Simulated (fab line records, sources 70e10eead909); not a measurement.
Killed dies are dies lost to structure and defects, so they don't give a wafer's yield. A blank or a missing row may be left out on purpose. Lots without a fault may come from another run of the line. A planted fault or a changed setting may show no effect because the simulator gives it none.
One fault seen from 3 desks | flow nand_harc | each desk has only its own numbers; what lay behind them comes last

THE DEFECT DESK
What the inspections along the route counted, lot by lot: means of the sampled wafers that have a number. A lot is out of limits, marked OUT, if its mean lies more than 4 standard deviations from the usual mean; the brackets give that distance.
Columns: A = raw_defect_count at NHARC_A_CHANNEL_HOLE_D2_INSPECT_40, usual 291
lot  | first seen here | A
L669 | day 13 23:55    | 371
L670 | day 14 08:24    | 276
L672 | day 15 03:18    | 310
L679 | day 17 23:16    | 825 (+6.4) OUT
L680 | day 18 07:18    | 928 (+7.6) OUT
L681 | day 19 00:20    | 905 (+7.3) OUT
L683 | day 19 08:14    | 220
L685 | day 20 13:13    | 223
L689 | day 22 15:29    | 332
L691 | day 22 15:58    | 396
L690 | day 23 03:26    | 241
This desk's finding: out of limits on L679, L680, L681; first on L679, day 17 23:16 (raw_defect_count at NHARC_A_CHANNEL_HOLE_D2_INSPECT_40). In limits: L669, L670, L672, L683, L685, L689, L691, L690.

THE METROLOGY DESK
What the gauges read, lot by lot, whatever tool the lot ran on: means of the sampled wafers that have a number. A lot is out of limits, marked OUT, if its mean lies more than 4 standard deviations from the usual mean; the brackets give that distance.
Columns: A = cd_nm at NHARC_A_CHANNEL_HOLE_D2_CD_MEAS_31, usual 90.0 nm
lot  | first seen here | A
L669 | day 13 23:44    | 89.9
L670 | day 14 08:13    | 89.9
L672 | day 15 03:07    | 89.6
L679 | day 17 23:04    | 90.5
L680 | day 18 07:07    | 89.5
L681 | day 19 00:09    | 88.3
L683 | day 19 08:03    | 88.7
L685 | day 20 13:01    | 91.2
L689 | day 22 15:17    | 90.8
L691 | day 22 15:47    | 89.7
L690 | day 23 03:15    | 89.7
This desk's finding: nothing out of limits on any of the 11 lots.

THE TOOL OWNER'S DESK: rie_diel-04
The tool's own readings at NHARC_A_CHANNEL_HOLE_D2_ETCH_39 (etches the open film in N2/H2, target depth 260 nm, time 325 s): means of the sampled wafers that have a number, for each lot that ran on this tool. A lot is out of limits, marked OUT, if its mean lies more than 4 standard deviations from the usual mean; the brackets give that distance.
Columns: A = drypump_motor_current_A at NHARC_A_CHANNEL_HOLE_D2_ETCH_39, usual 5.8 A; B = oes_product_au at NHARC_A_CHANNEL_HOLE_D2_ETCH_39, usual 1.000 a.u.; C = rf_fwd_power_W at NHARC_A_CHANNEL_HOLE_D2_ETCH_39, usual 399.1 W; D = rf_vpp_V at NHARC_A_CHANNEL_HOLE_D2_ETCH_39, usual 429.1 V; E = showerhead_plenum_p_Torr at NHARC_A_CHANNEL_HOLE_D2_ETCH_39, usual 1.99 Torr; F = throttle_valve_pct at NHARC_A_CHANNEL_HOLE_D2_ETCH_39, usual 14.172 %
lot  | first seen here | A   | B     | C     | D     | E    | F
L670 | day 13 21:09    | 6.1 | 0.999 | 399.4 | 427.3 | 1.95 | 14.172
L672 | day 14 15:53    | 5.9 | 1.002 | 399.9 | 428.3 | 1.97 | 14.169
L679 | day 17 16:32    | 6.0 | 1.002 | 399.3 | 428.2 | 1.96 | 14.176
L680 | day 18 00:38    | 6.0 | 0.999 | 398.9 | 428.4 | 1.95 | 14.181
L681 | day 18 17:22    | 5.8 | 1.003 | 400.0 | 428.7 | 1.97 | 14.163
L690 | day 22 20:46    | 5.9 | 1.008 | 399.6 | 429.5 | 1.97 | 14.174
This desk's finding: nothing out of limits on any of the 6 lots.

PUT TOGETHER
The defect desk could have raised an alarm at day 17 23:16, on L679, L680, L681.
The metrology desk saw nothing out of limits.
The tool owner's desk saw nothing out of limits.
The metrology desk has L679, L680, L681 on record, within its limits.
The tool owner's desk has L679, L680, L681 on record, within its limits.
Of the lots named, all ran NHARC_A_CHANNEL_HOLE_D2_ETCH_39 on rie_diel-04.

WHAT THE SIMULATOR HAD PUT IN
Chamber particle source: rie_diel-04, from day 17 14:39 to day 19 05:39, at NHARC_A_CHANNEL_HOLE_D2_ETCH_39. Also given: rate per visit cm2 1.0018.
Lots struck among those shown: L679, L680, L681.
Hours from the fault's start to each desk's first reading out of limits: the defect desk, 9.
